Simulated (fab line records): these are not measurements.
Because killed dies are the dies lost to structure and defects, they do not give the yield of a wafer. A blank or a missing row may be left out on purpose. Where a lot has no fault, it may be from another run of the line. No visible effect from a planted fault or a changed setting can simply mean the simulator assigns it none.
fab line records -- flow n5-finfet -- part 2 of 2: steps 25 to 36 of 36
[record] lots = 5, wafers = 15, last-day = 18
route steps=1938 shown BEOL_M0@749 BEOL_M1@751
lots that met no fault: taken from a fault-free run of the same line
start-h: hours from the record's first day to the start of the lot's first wafer shown -- wait-h: hours since the lot's step before -- " unchanged from the row above -- L1.1+2: a single row standing in for several wafers -- - value missing, or start not given -- * or withheld: withheld -- < > ~ a bound
route shown NAME@n: a module of which the file shows steps, and the number in the route of the first -- usual: the fault-free wafers' mean and standard deviation -- same: alike in all rows -- chamber/n: place in a boat -- sites: the reading at each site -- _std_site: standard deviation across them -- _edge_site: outer sites' mean less inner sites' -- radius-mm: how far each site lies from the wafer's centre -- mask NAME#n: copy n -- behind: tool/chamber where the wafer was last shaped -- hold: reason for holding the lot/hours on hold/outcome of the hold -- device: whichever transistor did not switch (one of n, p or np) -- end of line: tests run on the same wafers once the route is complete -- a step with no rows: only its recipe -- killed: dies that structure and defects cost at the first sort, which is not the same as the wafer's yield -- map: a wafer's dies, x killed, . not, _ none there
set.NAME: the setting as run; set.NAME@STEP: as run at that earlier step -- model.NAME: the simulator's own value behind a step, which no gauge read
lots seen at some steps along the route; tables by step, rows by wafer
services: from which hour (start-h, from the record's first day; less than 0 if before it) a tool's chamber was out of use, for how many hours, and why
[[steps]]
[step N5_BEOL_M1_STRIP_66]
[recipe] chemistry = CF4, resist = SiARC, power-w = 300, bias-power-w = 75, pressure-mtorr = 50, cf4-flow-sccm = 150, rf-frequency-hz = 6e+07
[usual] drypump-motor-current-A = 5.4/0.34, oes-product-au = 0.79/0.092, rf-vpp-V = 270.9/1.4, showerhead-plenum-p-Torr = 1.78/0.055, throttle-valve-pct = 13.63/0.27
lot.wafer,tool,chamber,start-h,wait-h,drypump-motor-current-A,oes-product-au,rf-hours-counter-h,rf-vpp-V,showerhead-plenum-p-Torr,throttle-valve-pct
L078.2,rie-diel-04,3,149.89,0.0,5.6,0.89,42,270.8,1.76,13.17
L078.5,rie-diel-04,0,149.89,0.0,5.1,0.65,-,270.0,1.76,14.06
L078.6,rie-diel-04,2,149.89,0.0,5.8,0.68,-,268.9,1.70,14.02
L082.1,rie-diel-06,2,170.00,0.0,5.4,0.69,245,269.3,1.70,13.94
L082.3,rie-diel-06,1,170.00,0.0,4.9,0.77,143,272.3,1.87,13.70
L082.6,rie-diel-06,2,170.00,0.0,5.4,0.69,-,269.9,1.70,13.93
L090.2,rie-diel-06,3,222.48,0.0,5.9,0.91,28,271.2,1.75,13.42
L090.3,rie-diel-06,0,222.48,0.0,5.2,0.74,161,269.6,1.79,13.93
L090.5,rie-diel-06,3,222.48,0.0,5.9,0.91,-,270.3,1.75,13.40
L096.1,rie-diel-02,0,247.01,0.0,5.4,0.76,123,270.3,1.73,13.53
L096.2,rie-diel-02,2,247.01,0.0,6.0,0.72,181,272.0,1.79,13.74
L096.3,rie-diel-02,3,247.01,0.0,5.2,0.70,225,271.0,1.77,13.53
L097.2,rie-diel-06,0,259.81,0.0,5.3,0.73,175,271.4,1.78,13.96
L097.5,rie-diel-06,0,259.81,0.0,5.3,0.74,-,271.5,1.78,13.97
L097.6,rie-diel-06,3,259.81,0.0,5.9,0.90,-,269.6,1.75,13.43
[step N5_BEOL_M1_HM_OPEN_17]
[recipe] chemistry = Cl2/BCl3, target-depth-a = 200, overetch-a = 60, target = TiN, mask-material = SOC, ion-energy-ev = 150, pressure-mtorr = 10, icp-w = 1000, bias-w = 126, Cl2_flow_sccm = 53.25, bcl3-flow-sccm = 21.75, Ar_flow_sccm = 25
[usual] drypump-motor-current-A = 5.91/0.24, oes_ar_750_au = 0.79/0.097, oes-product-au = 0.68/0.088, throttle-valve-pct = 22.14/0.12
lot.wafer,tool,chamber,start-h,wait-h,drypump-motor-current-A,oes_ar_750_au,oes-product-au,rf-hours-counter-h,throttle-valve-pct
L078.2,rie-metal-03,0,149.94,0.0,6.08,0.88,0.74,9,22.33
L078.5,rie-metal-03,0,149.94,0.0,6.07,0.87,0.74,-,22.32
L078.6,rie-metal-03,1,149.94,0.0,5.82,0.90,0.78,-,21.90
L082.1,rie-metal-03,1,170.04,0.0,5.81,0.88,0.76,8,21.93
L082.3,rie-metal-03,1,170.04,0.0,5.82,0.88,0.76,-,21.93
L082.6,rie-metal-03,1,170.04,0.0,5.79,0.88,0.76,-,21.92
L090.2,rie-metal-01,1,222.52,0.0,5.87,0.65,0.55,111,22.22
L090.3,rie-metal-01,1,222.52,0.0,5.85,0.65,0.55,-,22.24
L090.5,rie-metal-01,0,222.52,0.0,6.29,0.68,0.57,-,22.13
L096.1,rie-metal-01,1,247.08,0.1,5.89,0.64,0.55,114,22.22
L096.2,rie-metal-01,0,247.08,0.1,6.27,0.67,0.56,92,22.13
L096.3,rie-metal-01,1,247.08,0.1,5.85,0.65,0.55,-,22.23
L097.2,rie-metal-01,1,259.85,0.0,5.87,0.64,0.55,115,22.23
L097.5,rie-metal-01,0,259.85,0.0,6.28,0.67,0.57,-,22.13
L097.6,rie-metal-01,1,259.85,0.0,5.88,0.64,0.55,-,22.23
[step N5_BEOL_M1_STRIP_19]
[recipe] chemistry = O2, power-w = 400, temp-c = 40, pressure-mtorr = 30, rf-frequency-hz = 6e+07, bias-power-w = 0, overash-fraction = 0.2, o2-flow-sccm = 225
[usual] drypump-motor-current-A = 5.5/0.35, oes-product-au = 0.78/0.089, rf-vpp-V = 3.6/0.52, showerhead-plenum-p-Torr = 2.07/0.061, throttle-valve-pct = 16.73/0.23
lot.wafer,tool,chamber,start-h,wait-h,drypump-motor-current-A,oes-product-au,rf-hours-counter-h,rf-vpp-V,showerhead-plenum-p-Torr,throttle-valve-pct
L078.2,rie-diel-06,0,150.05,0.1,5.2,0.75,150,3.5,2.10,17.06
L078.5,rie-diel-06,0,150.05,0.1,5.2,0.74,-,3.0,2.10,17.05
L078.6,rie-diel-06,1,150.05,0.1,4.9,0.77,-,4.5,2.19,16.83
L082.1,rie-diel-04,1,170.25,0.2,5.2,0.76,134,2.8,2.11,16.44
L082.3,rie-diel-04,3,170.25,0.2,5.6,0.88,53,4.4,2.05,16.32
L082.6,rie-diel-04,2,170.25,0.2,5.8,0.67,-,3.3,1.98,17.10
L090.2,rie-diel-06,3,222.63,0.1,5.9,0.93,28,3.7,2.05,16.57
L090.3,rie-diel-06,1,222.63,0.1,4.9,0.76,155,4.3,2.19,16.85
L090.5,rie-diel-06,0,222.63,0.1,5.2,0.74,-,4.9,2.10,17.09
L096.1,rie-diel-02,0,247.19,0.1,5.4,0.77,123,3.1,2.02,16.67
L096.2,rie-diel-02,3,247.19,0.1,5.2,0.70,226,3.5,2.06,16.56
L096.3,rie-diel-02,2,247.19,0.1,6.1,0.72,181,3.5,2.08,16.75
L097.2,rie-diel-04,0,260.00,0.1,5.1,0.91,24,3.8,2.05,16.71
L097.5,rie-diel-04,3,260.00,0.1,5.6,0.85,-,3.0,2.04,16.36
L097.6,rie-diel-04,0,260.00,0.1,5.2,0.91,-,3.3,2.05,16.72
[step N5_BEOL_M1_CD_MEAS_18]
[recipe] pitch-nm = 36, target-cd-nm = 18
[usual] cd-nm = 18.0/0.32
lot.wafer,tool,chamber,start-h,wait-h,cd-nm
L078.2,cd-sem-02,-,150.12,0.1,17.8
L078.5,cd-sem-02,-,150.12,0.1,17.1
L078.6,cd-sem-02,-,150.12,0.1,17.4
L082.1,cd-sem-01,-,170.32,0.0,18.8
L082.3,cd-sem-01,-,170.32,0.0,18.0
L082.6,cd-sem-01,-,170.32,0.0,18.3
L090.2,cd-sem-01,-,222.70,0.1,18.2
L090.3,cd-sem-01,-,222.70,0.1,18.6
L090.5,cd-sem-01,-,222.70,0.1,18.6
L096.1,cd-sem-01,-,247.26,0.0,18.4
L096.2,cd-sem-01,-,247.26,0.0,18.4
L096.3,cd-sem-01,-,247.26,0.0,18.3
L097.2,cd-sem-01,-,260.07,0.1,18.3
L097.5,cd-sem-01,-,260.07,0.1,18.2
L097.6,cd-sem-01,-,260.07,0.1,18.6
[step N5_BEOL_M1_COAT_67]
[recipe] resist = SOC, temp-c = 250, time-s = 60, spin-rpm = 1500, resist-thk-nm = 60
lot.wafer,tool,chamber,start-h,wait-h
L078.2+5+6,litho-track-01,0,150.15,0.0
L082.1+3+6,litho-track-01,0,170.36,0.0
L090.2+3+5,litho-track-01,0,222.74,0.0
L096.1+2+3,litho-track-01,0,247.29,0.0
L097.2+5+6,litho-track-02,0,260.11,0.0
[step N5_BEOL_M1_COAT_68]
[recipe] resist = SiARC, temp-c = 220, time-s = 60, spin-rpm = 1500, resist-thk-nm = 12
lot.wafer,tool,chamber,start-h,wait-h
L078.2+5+6,litho-track-01,0,-,-
L082.1+3+6,litho-track-01,0,-,-
L090.2+3+5,litho-track-01,0,-,-
L096.1+2+3,litho-track-01,0,-,-
L097.2+5+6,litho-track-02,0,-,-
[step N5_BEOL_M1_COAT_76]
[recipe] resist = underlayer, temp-c = 205, time-s = 60, spin-rpm = 1500, resist-thk-nm = 5
lot.wafer,tool,chamber,start-h,wait-h
L078.2+5+6,litho-track-01,0,-,-
L082.1+3+6,litho-track-01,0,-,-
L090.2+3+5,litho-track-01,0,-,-
L096.1+2+3,litho-track-01,0,-,-
L097.2+5+6,litho-track-02,0,-,-
[step N5_BEOL_M1_COAT_22]
[recipe] resist = CAR-EUV, spin-rpm = 1500, resist-thk-nm = 30
lot.wafer,tool,chamber,start-h,wait-h
L078.2+5+6,litho-track-01,0,-,-
L082.1+3+6,litho-track-01,0,-,-
L090.2+3+5,litho-track-01,0,-,-
L096.1+2+3,litho-track-01,0,-,-
L097.2+5+6,litho-track-02,0,-,-
[step N5_BEOL_M1_EBR_24]
[recipe] solvent = PGMEA, ebr-width-mm = 1.5
lot.wafer,tool,chamber,start-h,wait-h
L078.2+5+6,litho-track-01,0,-,-
L082.1+3+6,litho-track-01,0,-,-
L090.2+3+5,litho-track-01,0,-,-
L096.1+2+3,litho-track-01,0,-,-
L097.2+5+6,litho-track-02,0,-,-
[step N5_BEOL_M1_SOFTBAKE_23]
[recipe] temp-c = 110, time-s = 60, resist = CAR-EUV
lot.wafer,tool,chamber,start-h,wait-h
L078.2+5+6,litho-track-01,0,-,-
L082.1+3+6,litho-track-01,0,-,-
L090.2+3+5,litho-track-01,0,-,-
L096.1+2+3,litho-track-01,0,-,-
L097.2+5+6,litho-track-02,0,-,-
[step N5_BEOL_M1_EXPOSE_25]
[recipe] mask-id = V0, na = 0.33, source-shape = quasar, sigma-inner = 0.2, sigma-outer = 0.8, polarization = unpolarized, defocus-nm = 5, target-cd-nm = 24, dose-mj = 63
lot.wafer,tool,chamber,start-h,wait-h,mask
L078.2+5+6,euv-scanner-02,0,150.30,-,V0#0
L082.1+3+6,euv-scanner-01,0,170.62,-,V0#0
L090.2+3+5,euv-scanner-01,0,223.15,-,V0#0
L096.1+2+3,euv-scanner-02,0,247.43,-,V0#0
L097.2+5+6,euv-scanner-02,0,260.25,-,V0#0
[step N5_BEOL_M1_PEB_26]
[recipe] peb-temp-c = 100, peb-time-s = 60, resist = CAR-EUV
lot.wafer,tool,chamber,start-h,wait-h
L078.2+5+6,litho-track-02,0,150.37,0.1
L082.1+3+6,litho-track-02,0,170.70,0.1
L090.2+3+5,litho-track-01,0,223.22,0.1
L096.1+2+3,litho-track-01,0,247.51,0.1
L097.2+5+6,litho-track-02,0,260.32,0.1
[[services]]
tool,chamber,start-h,hours,kind
pvd-sputter-03,-,124.17,4.6,repair
pvd-sputter-02,-,130.32,4.4,repair
rie-diel-04,0,133.33,1.2,repair
euv-scanner-02,-,134.14,0.8,repair
rie-diel-02,0,140.91,14.8,repair
euv-scanner-02,-,140.99,1.0,pm
rie-diel-02,-,146.49,4.3,repair
rie-diel-06,-,154.09,14.6,pm
euv-scanner-02,-,156.44,0.2,repair
euv-scanner-01,-,175.01,1.0,pm
rie-metal-01,-,177.88,1.4,pm
rie-diel-02,0,191.13,3.1,repair
rie-diel-02,2,193.27,4.3,repair
euv-scanner-02,-,197.14,1.0,pm
rie-diel-06,1,198.84,10.4,repair
euv-scanner-01,-,202.54,5.8,pm
rie-diel-04,2,219.67,1.4,repair
euv-scanner-01,-,231.15,1.0,pm
euv-scanner-02,-,233.85,4.6,pm
rie-diel-04,2,236.89,15.1,repair
pecvd-03,2,238.59,4.2,repair
euv-scanner-01,-,242.25,4.6,pm
rie-diel-06,2,250.86,1.7,repair
euv-scanner-02,-,253.29,1.0,pm
